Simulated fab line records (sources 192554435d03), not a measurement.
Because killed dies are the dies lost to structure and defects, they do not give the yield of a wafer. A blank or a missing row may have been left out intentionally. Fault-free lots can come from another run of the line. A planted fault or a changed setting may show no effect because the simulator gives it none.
Matching of chambers    flow n5Finfet    rieSi-03 running N5_FIN_SAQP_MANDREL2_REMOVE_60: 4 sister chambers
The step chemistry HBr/Cl2/O2, target a-Si, stops on SiNx, bt time 10 s. 20 wafers are shown with their chamber, then 10 later ones without.

## EACH WAFER AND ITS CHAMBER
wafer   chamber  throttleValvePct (%)  oesProductAu (a.u.)  mfcCl2Sccm (sccm)
L075.1  1        36.6                  0.987                79.86
L075.5  2        37.2                  1.005                79.84
L075.6  1        36.6                  0.999                79.91
L081.1  0        37.3                  0.975                79.77
L081.2  2        37.3                  0.993                79.52
L081.5  0        37.3                  0.964                79.85
L082.1  0        37.3                  0.977                80.61
L082.3  1        36.6                  1.002                80.14
L082.5  0        37.3                  0.975                79.89
L088.2  0        37.3                  0.970                79.79
L088.4  1        36.6                  0.994                80.05
L088.6  1        36.6                  0.999                80.17
L090.3  3        36.5                  0.989                80.00
L090.5  1        36.6                  0.996                79.92
L090.6  2        37.3                  1.009                80.09
L091.1  2        37.3                  0.996                79.86
L091.2  1        36.6                  0.995                79.56
L091.6  1        36.6                  1.001                79.88
L093.2  1        36.6                  0.999                79.93
L093.4  2        37.3                  1.007                79.82

SIGNATURES (means of the wafers above)
reading           chamber 0  chamber 1  chamber 2  chamber 3  scatter within a chamber
throttleValvePct  37.300     36.600     37.280     36.500     0.0224
oesProductAu      0.97220    0.99689    1.00200    0.98900    0.00546
mfcCl2Sccm        79.9820    79.9356    79.8260    80.0000    0.241
Rule: distance of a wafer from a chamber = root of the sum over the readings of ((wafer's reading minus chamber's mean) / reading's scatter) squared. If the next closest chamber is less than 2 further off than the closest, the wafer can't be placed; otherwise it belongs to the closest. The scatter: take each reading less its chamber's mean, square it, sum over the shown wafers, divide by the number of wafers less the number of chambers, and take the root.

## WAFERS WITHOUT THEIR CHAMBER
wafer   throttleValvePct (%)  oesProductAu (a.u.)  mfcCl2Sccm (sccm)
L093.5  37.3                  1.006                80.00
L094.1  37.3                  0.970                79.76
L094.2  36.6                  1.005                80.60
L094.4  37.3                  0.999                79.89
L096.1  37.3                  1.006                80.17
L096.2  37.4                  0.976                79.74
L096.3  36.6                  0.988                80.13
L097.1  37.3                  0.971                79.87
L097.2  36.6                  1.001                80.25
L097.6  37.3                  0.967                80.34

## EACH ONE'S CHAMBER
wafer    from the rows above   in truth
L093.5   2                     2
L094.1   0                     0
L094.2   1                     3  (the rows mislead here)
L094.4   2                     2
L096.1   2                     2
L096.2   0                     0
L096.3   1                     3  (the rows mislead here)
L097.1   0                     0
L097.2   1                     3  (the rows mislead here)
L097.6   0                     0
Correct placement for 7 of the 10. Not placeable from these rows: 0. Wrongly placed: 3.
